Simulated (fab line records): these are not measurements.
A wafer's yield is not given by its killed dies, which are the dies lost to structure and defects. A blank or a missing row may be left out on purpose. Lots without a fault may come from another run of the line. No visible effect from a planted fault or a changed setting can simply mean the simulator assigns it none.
Comparing a struck lot with a sound one    flow n5 finfet    41 steps out of a route of 1938
Sound: the wafers L912.1, L912.3, L912.6. The struck wafers were L921.1, L921.2, L921.5. The cause is given at the end.
Each step with rows lists, per side, the tool, then ch with its chambers, then its first start. Under that, the readings that differ: sound wafers    struck wafers    difference of the means    sigmas: that difference in standard deviations of wafers without a fault.
alike: readings with means less than 2 such deviations apart, plus words and numbers identical on both sides. not compared: withheld readings, readings lacking a value on some wafer, bounds such as >300 that could conceal the same value, and numbers that have no deviation in the record and whose values overlap.
A row with sigmas, a row that says differs or no value, or rows on one side alone: a step with any of these is where the two part. Numbers that don't overlap but have no deviation are shown without sigmas and don't part them. A reading missing from all wafers of one side parts the sides only when that side holds two or more wafers.

first, 9 steps without rows for these wafers: N5_BEOL_M4_ANNEAL_95 (time 240 s); N5_BEOL_M4_SPUTTER_96 (material Cu, target thk 4.5 nm, time 8.29 s); N5_BEOL_M4_ECD_50 (material Cu, target thk 300 nm); N5_BEOL_M4_ANNEAL_51 (time 90 s); N5_BEOL_M4_CMP_52 (polishes, stops on SiOC, t overpolish 6.8 s, target thk 40 nm); N5_BEOL_M4_PRE_CLEAN_60 (time 15 s); N5_BEOL_M4_CO_CAP_55 (material Co, precursor CCTBA/H2, target thk 2 nm, time 102.1 s); N5_BEOL_M4_PRE_CLEAN_56 (time 15 s); N5_BEOL_M4_DEP_57 (deposits SiCN from 3MS/NH3, target thk 8 nm, time 14 s).
N5_BEOL_M4_RC_MEAS_101:
  sound on prober-02 ch 0, day 9 02:34; struck on prober-01 ch 0, day 11 14:30
  alike: DIBL_N, DIBL_P, IOFF_N, IOFF_P, ION_N, ION_P, SS_N, SS_P, VT_N, VT_P
then, 24 steps without rows for these wafers: N5_BEOL_M5_ILD_DEP_00 (deposits SiCOH lowk from DEMS/porogen, target thk 140.64 nm, time 25.9 s); N5_BEOL_M5_CURE_79 (cures SiCOH lowk, time 240 s); N5_BEOL_M5_PECVD_70 (deposits SiO2 from TEOS/O2, target thk 16 nm, time 18 s); N5_BEOL_M5_HM_DEP_02 (deposits TiN, target thk 20 nm); N5_BEOL_M5_COAT_59 (time 60 s, resist thk 60 nm); N5_BEOL_M5_COAT_60 (time 60 s, resist thk 12 nm); N5_BEOL_M5_COAT_71 (time 60 s, resist thk 5 nm); N5_BEOL_M5_COAT_05 (resist thk 30 nm); N5_BEOL_M5_EBR_07; N5_BEOL_M5_SOFTBAKE_06 (time 60 s); N5_BEOL_M5_EXPOSE_08 (exposes mask M5, target cd 28 nm); N5_BEOL_M5_PEB_09 (peb time 60 s); N5_BEOL_M5_DEVELOP_10 (develop time 30 s); N5_BEOL_M5_DESCUM_16 (chemistry O2, time 7 s); N5_BEOL_M5_ETCH_72 (etches underlayer in N2/H2, target depth 6.5 nm, time 5.2 s); N5_BEOL_M5_ETCH_61 (etches SiARC in CF4, target depth 15.6 nm, time 26 s); N5_BEOL_M5_ETCH_62 (etches SOC in N2/H2, target depth 75 nm, overetch 15 nm, time 112.5 s); N5_BEOL_M5_STRIP_63 (strips in N2/H2); N5_BEOL_M5_STRIP_73 (strips in N2/H2); N5_BEOL_M5_STRIP_64 (strips in CF4); N5_BEOL_M5_HM_OPEN_17 (chemistry Cl2/BCl3, target TiN, target depth 20 nm, overetch 6 nm); N5_BEOL_M5_STRIP_19 (strips in O2); N5_BEOL_M5_COAT_65 (time 60 s, resist thk 60 nm); N5_BEOL_M5_COAT_66 (time 60 s, resist thk 12 nm).
N5_BEOL_M6_STRIP_67: strips in CF4.
  sound on rie diel-01 ch 0,3, day 9 17:19; struck on rie diel-01 ch 1,3, day 12 07:08
  no value came back on the struck wafers for any of 7 readings (bias power w (W), cf4 flow sccm (sccm) and others); on the sound wafers bias power w (W) reads 75.28 75.24 75.08
reading                                     sound  struck        difference  sigmas
model.SiARC_of_BEOL_M6_COAT_60.thk nm (nm)  0 0 0  27.6 28 27.8  +27.8       
  not compared: rf hours counter h
N5_BEOL_M6_STRIP_19: strips in O2.
  sound on rie diel-01 ch 0,1,3, day 9 17:28; struck on rie diel-02 ch 0,2, day 12 07:17
reading                                   sound  struck          difference  sigmas
model.SOC_of_BEOL_M6_COAT_59.thk nm (nm)  0 0 0  91.8 92.4 92.2  +92.1       
  alike: chamber pressure mTorr, drypump motor current A, oes product au, rf vpp V, showerhead plenum p Torr, throttle valve pct
  not compared: rf hours counter h
N5_BEOL_M6_ETCH_66: etches SOC in N2/H2, target depth 80 nm, overetch 16 nm, time 120 s.
  sound on rie diel-02 ch 1,2,3, day 9 18:03; struck on rie diel-02 ch 1,2,3, day 12 07:52
reading                   sound              struck             difference  sigmas
oes product au (a.u.)     0.57 0.74 0.71     0.95 0.72 0.88     +0.18       +3
model.etch.depth nm (nm)  60.04 60.25 60.29  100.3 92.95 96.06  +36.2       
  alike: drypump motor current A, rf vpp V, showerhead plenum p Torr, throttle valve pct
  not compared: rf hours counter h
N5_BEOL_M6_VIA_ETCH_34: etches SiCOH lowk in C4F6/O2, target depth 126.3 nm, time 50.9 s.
  sound on rie diel-02 ch 1,2,3, day 9 18:09; struck on rie diel-02 ch 1,2,3, day 12 07:58
reading                sound           struck          difference  sigmas
oes product au (a.u.)  0.74 1.00 0.91  0.34 0.27 0.32  -0.57       -7
  alike: drypump motor current A, rf vpp V, showerhead plenum p Torr, throttle valve pct
  not compared: rf hours counter h
N5_BEOL_M6_ETCH_41: etches SiCN in CH3F/O2, target depth 29.7 nm, time 52 s.
  sound: rie diel-02 ch 1,2,3; struck: rie diel-02 ch 1,2,3
reading                                     sound  struck          difference  sigmas
model.SiARC_of_BEOL_M6_COAT_60.thk nm (nm)  0 0 0  17.4 18.2 17.8  +17.8       
  alike: drypump motor current A, oes product au, rf vpp V, showerhead plenum p Torr, throttle valve pct
  not compared: rf hours counter h
N5_BEOL_M6_OCD_MEAS_38:
  struck on ocd-02, day 12 08:12; sound on ocd-02, day 9 18:23
reading               sound           struck  difference                     sigmas
trench depth nm (nm)  92.3 98.4 93.8  - - -   no value on the struck wafers  
-- the record jumps here: 3 days lie between the struck wafers' starts before and after (it left off in module BEOL_M6 and takes up again in module PASSIVATION, whose first step shown is number 1936 of the route) --
N5_PASSIVATION_PROBE_49:
  struck on prober-01, day 15 20:08; sound on prober-01, day 13 14:52
reading                   sound           struck          difference  sigmas
defect limited yield (%)  89.9 91.2 90.8  0 0 0           -91         -70
killed_at_M4_up           11 10 14        1115 1102 1110  +1097       +99 or more
killed at front end       47 60 54        30 21 25        -28         -3
killed dies               119 104 109     1180 1180 1180  +1069       +71
killed on rim             17 14 16        152 152 152     +136        +34
sort_bin_5_function (%)   6.4 5.2 5.3     97.9 96.6 97.0  +91.5       +98
sort n pass               1061 1076 1071  0 0 0           -1069       -71
sort yield pct (%)        89.9 91.2 90.8  0 0 0           -91         -70
  alike: killed_at_M0_to_M3, killed at contacts, killed at other, killed open, killed short, sort_bin_6_memory

WHERE THEY PART
At N5_BEOL_M6_STRIP_67 first; at N5_PASSIVATION_PROBE_49 last (within this record only).

WHY: what the simulator had put in
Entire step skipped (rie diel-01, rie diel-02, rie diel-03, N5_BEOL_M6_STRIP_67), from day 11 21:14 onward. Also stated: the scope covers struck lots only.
